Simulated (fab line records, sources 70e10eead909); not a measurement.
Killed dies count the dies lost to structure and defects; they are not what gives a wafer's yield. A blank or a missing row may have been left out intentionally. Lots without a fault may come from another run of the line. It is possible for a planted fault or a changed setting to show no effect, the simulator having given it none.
Which tool did it?	flow nandHarc	14 lots with 41 wafers sampled at 4 steps, on a route of 1302 steps

== WHAT EACH GAUGE READ, for each wafer ==
The record holds no reading of a measuring or inspecting step that can be judged against a usual standard deviation.

== WHICH TOOL RAN EACH LOT (tool, then ch and the chambers of the sampled wafers, then the start) ==
lot	NHARC_A_M1_DEP_33	NHARC_A_BONDPAD_CMP_29	NHARC_A_BONDPAD_PRE_CLEAN_26	NHARC_THIN_TSV_ETCH_59
L188	pecvd-03 ch 0,1,2, day 23 10:38	cmp-04 ch 0,1,3, day 23 11:37	pvdSputter-02, day 24 09:35 or earlier	rieMetal-02 ch 0,1, day 24 09:35
L187	pecvd-03 ch 0,1,2, day 23 11:09	cmp-02 ch 0,1, day 23 12:01	pvdSputter-03, day 24 10:58 or earlier	rieMetal-03 ch 0,1, day 24 10:58
L186	pecvd-02 ch 0,1,2, day 23 12:22	cmp-04 ch 0,2,3, day 23 13:19	pvdSputter-02, day 24 12:01 or earlier	rieMetal-01 ch 0,1, day 24 12:01
L189	pecvd-02 ch 0,1, day 24 02:20	cmp-04 ch 1,2,3, day 24 03:15	pvdSputter-02, day 25 02:32 or earlier	rieMetal-02 ch 0,1, day 25 02:32
L191	pecvd-03 ch 0,2, day 25 13:32	cmp-02 ch 0,1,2, day 25 14:32	pvdSputter-01, day 26 15:50 or earlier	rieMetal-01 ch 0,1, day 26 15:50
L194	pecvd-03 ch 0,2, day 25 19:41	cmp-04 ch 1,2,3, day 25 20:37	pvdSputter-03, day 26 16:53 or earlier	rieMetal-02 ch 0,1, day 26 16:53
L192	pecvd-03 ch 1,2, day 25 22:34	cmp-02 ch 0,1, day 25 23:26	pvdSputter-02, day 26 21:40 or earlier	rieMetal-03 ch 0,1, day 26 21:40
L197	pecvd-03 ch 0,1, day 27 07:08	cmp-04 ch 0,1,3, day 27 08:07	pvdSputter-03, day 28 07:56 or earlier	rieMetal-01 ch 0,1, day 28 07:56
L196	pecvd-01 ch 0,1, day 27 10:59	cmp-04 ch 0,3, day 27 11:56	pvdSputter-03, day 28 06:55 or earlier	rieMetal-02 ch 0,1, day 28 06:55
L202	pecvd-03 ch 0,1,2, day 29 03:37	cmp-04 ch 0,2,3, day 29 04:35	pvdSputter-01, day 30 02:47 or earlier	rieMetal-01 ch 0,1, day 30 02:47
L203	pecvd-02 ch 0,2, day 29 06:46	cmp-03 ch 1,2, day 29 07:38	pvdSputter-03, day 30 04:04 or earlier	rieMetal-02 ch 1, day 30 04:04
L199	pecvd-03 ch 0,1,2, day 29 08:05	cmp-02 ch 1,2,3, day 29 09:04	pvdSputter-01, day 30 07:49 or earlier	rieMetal-02 ch 0,1, day 30 07:49
L208	pecvd-03 ch 0,1,2, day 32 21:43	cmp-04 ch 0,1,3, day 32 22:40	pvdSputter-02, day 34 00:01 or earlier	rieMetal-03 ch 0,1, day 34 00:01
L209	pecvd-03 ch 1,2, day 32 23:10	cmp-04 ch 0,1,2, day 33 00:07	pvdSputter-03, day 33 22:46 or earlier	rieMetal-02 ch 0,1, day 33 22:46
- NHARC_A_M1_DEP_33: deposits SiCN, target thk 30 nm.
- NHARC_A_BONDPAD_CMP_29: polishes SiCN, target thk 200 nm.
- NHARC_A_BONDPAD_PRE_CLEAN_26: time 30 s.
- NHARC_THIN_TSV_ETCH_59: etches the open film in Cl2/BCl3, target depth 880 nm, time 138.1 s.

== AS READ BY THE TOOLS THEMSELVES (means over the sampled wafers that have a number; for cases with no such wafer, the mark the record gives instead) ==
NHARC_A_M1_DEP_33. Usual: heaterPowerW at 556 W, with a standard deviation of 50.
lot	tool	heaterPowerW (W)	flag
L188	pecvd-03	527	
L187	pecvd-03	540	
L186	pecvd-02	589	
L189	pecvd-02	601	
L191	pecvd-03	572	
L194	pecvd-03	496	
L192	pecvd-03	552	
L197	pecvd-03	506	
L196	pecvd-01	643	
L202	pecvd-03	531	
L203	pecvd-02	564	
L199	pecvd-03	558	
L208	pecvd-03	534	
L209	pecvd-03	502	

NHARC_A_BONDPAD_CMP_29. Usual: motorCurrentA at 11.9 A, with a standard deviation of 1.4.
lot	tool	motorCurrentA (A)	flag
L188	cmp-04	11.2	
L187	cmp-02	12.5	
L186	cmp-04	11.1	
L189	cmp-04	12.6	
L191	cmp-02	11.6	
L194	cmp-04	12.1	
L192	cmp-02	12.2	
L197	cmp-04	11.2	
L196	cmp-04	10.3	
L202	cmp-04	11.0	
L203	cmp-03	11.3	
L199	cmp-02	11.5	
L208	cmp-04	11.2	
L209	cmp-04	11.9	

NHARC_A_BONDPAD_PRE_CLEAN_26. Usual: heaterPowerW at 413 W, with a standard deviation of 46.
lot	tool	heaterPowerW (W)	flag
L188	pvdSputter-02	422	
L187	pvdSputter-03	442	
L186	pvdSputter-02	367	
L189	pvdSputter-02	382	
L191	pvdSputter-01	435	
L194	pvdSputter-03	465	
L192	pvdSputter-02	408	
L197	pvdSputter-03	398	
L196	pvdSputter-03	433	
L202	pvdSputter-01	378	
L203	pvdSputter-03	430	
L199	pvdSputter-01	400	
L208	pvdSputter-02	458	
L209	pvdSputter-03	410	

NHARC_THIN_TSV_ETCH_59. Usual: drypumpMotorCurrentA 5.9 A, standard deviation 0.36; oesProductAu 1.000 a.u., standard deviation 0.011; throttleValvePct 22.264 %, standard deviation 0.0087.
lot	tool	drypumpMotorCurrentA (A)	oesProductAu (a.u.)	throttleValvePct (%)	flag
L188	rieMetal-02	5.8	1.006	22.259	
L187	rieMetal-03	5.9	0.985	22.266	
L186	rieMetal-01	6.4	0.996	22.259	
L189	rieMetal-02	5.8	1.000	22.266	
L191	rieMetal-01	6.3	0.995	22.260	
L194	rieMetal-02	5.8	1.005	22.271	
L192	rieMetal-03	5.9	0.994	22.268	
L197	rieMetal-01	6.4	0.988	22.262	
L196	rieMetal-02	5.6	1.015	22.259	
L202	rieMetal-01	6.4	0.993	22.273	
L203	rieMetal-02	5.4	0.984	22.265	
L199	rieMetal-02	5.7	0.970	22.269	
L208	rieMetal-03	5.8	1.002	22.269	
L209	rieMetal-02	5.6	1.003	22.263	

== THE ANSWER, worked out from the rows above alone ==
Rule: take the mean of a lot's wafers that have a number; if it is more than 3 standard deviations from the usual mean, the lot is off. Also off: a lot with no number at a reading for which 4 or more lots have one. The other lots that the step has rows for count as sound. First the gauges in route order, then the tools' own readings, where a lot's mean is used as printed above. At the first step where some lot is off, the reading lying furthest off is the one used; lots without a number count as furthest.
Across all readings shown, no lot is off: no conclusion can be drawn from this.

== WHAT THE SIMULATOR HAD INSERTED ==
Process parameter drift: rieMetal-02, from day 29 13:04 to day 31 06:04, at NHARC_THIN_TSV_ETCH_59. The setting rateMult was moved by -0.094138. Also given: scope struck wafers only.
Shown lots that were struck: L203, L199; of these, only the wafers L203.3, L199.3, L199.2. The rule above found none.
